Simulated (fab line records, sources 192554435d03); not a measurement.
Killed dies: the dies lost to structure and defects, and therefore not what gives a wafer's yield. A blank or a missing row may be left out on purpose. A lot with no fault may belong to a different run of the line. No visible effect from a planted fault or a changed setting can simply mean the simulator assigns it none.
Chamber matching / flow n5 finfet / N5_BEOL_M9_VIA_ETCH_34 on rie diel-06: 4 sister chambers
The step etches SiCOH lowk in C4F6/O2, target depth 182.4 nm, time 68.4 s. 8 wafers are shown with their chamber, then 12 later ones without.

== WAFERS WITH THEIR CHAMBER ==
wafer=L086.4; chamber=3; drypump motor current A (A)=6.8; rf vpp V (V)=700
wafer=L086.6; chamber=1; drypump motor current A (A)=5.9; rf vpp V (V)=678
wafer=L087.2; chamber=2; drypump motor current A (A)=4.9; rf vpp V (V)=646
wafer=L087.3; chamber=0; drypump motor current A (A)=6.1; rf vpp V (V)=634
wafer=L087.5; chamber=2; drypump motor current A (A)=4.9; rf vpp V (V)=648
wafer=L089.1; chamber=1; drypump motor current A (A)=6.0; rf vpp V (V)=678
wafer=L089.2; chamber=3; drypump motor current A (A)=6.8; rf vpp V (V)=699
wafer=L089.3; chamber=0; drypump motor current A (A)=6.1; rf vpp V (V)=635

== WAFERS WITHOUT THEIR CHAMBER ==
wafer=L091.1; drypump motor current A (A)=6.0; rf vpp V (V)=677
wafer=L091.5; drypump motor current A (A)=6.1; rf vpp V (V)=635
wafer=L091.6; drypump motor current A (A)=6.0; rf vpp V (V)=676
wafer=L092.3; drypump motor current A (A)=6.0; rf vpp V (V)=676
wafer=L092.4; drypump motor current A (A)=4.9; rf vpp V (V)=648
wafer=L092.5; drypump motor current A (A)=6.1; rf vpp V (V)=636
wafer=L093.1; drypump motor current A (A)=6.1; rf vpp V (V)=634
wafer=L093.2; drypump motor current A (A)=4.9; rf vpp V (V)=647
wafer=L093.5; drypump motor current A (A)=6.0; rf vpp V (V)=678
wafer=L096.2; drypump motor current A (A)=6.8; rf vpp V (V)=700
wafer=L096.3; drypump motor current A (A)=6.1; rf vpp V (V)=635
wafer=L096.6; drypump motor current A (A)=5.9; rf vpp V (V)=678

== EACH ONE'S CHAMBER ==
wafer=L091.1; from the rows above=1; in truth=1
wafer=L091.5; from the rows above=0; in truth=0
wafer=L091.6; from the rows above=1; in truth=1
wafer=L092.3; from the rows above=1; in truth=1
wafer=L092.4; from the rows above=2; in truth=2
wafer=L092.5; from the rows above=0; in truth=0
wafer=L093.1; from the rows above=0; in truth=0
wafer=L093.2; from the rows above=2; in truth=2
wafer=L093.5; from the rows above=1; in truth=1
wafer=L096.2; from the rows above=3; in truth=3
wafer=L096.3; from the rows above=0; in truth=0
wafer=L096.6; from the rows above=1; in truth=1
Placed correctly: 12 of 12. Not placeable from these rows: 0. 0 placed wrongly.
How it was worked out, from the rows above alone: a wafer's distance from a chamber is the root of the sum, over the readings, of the square of ((its reading less the chamber's mean) divided by the reading's scatter). The wafer belongs to the nearest chamber; if the next one is less than 2 further off, it can't be placed. Each chamber's mean is taken over the wafers shown for it. The scatter: the root of (the sum of the squares of (reading less its chamber's mean) over the shown wafers, divided by (wafers less chambers)).
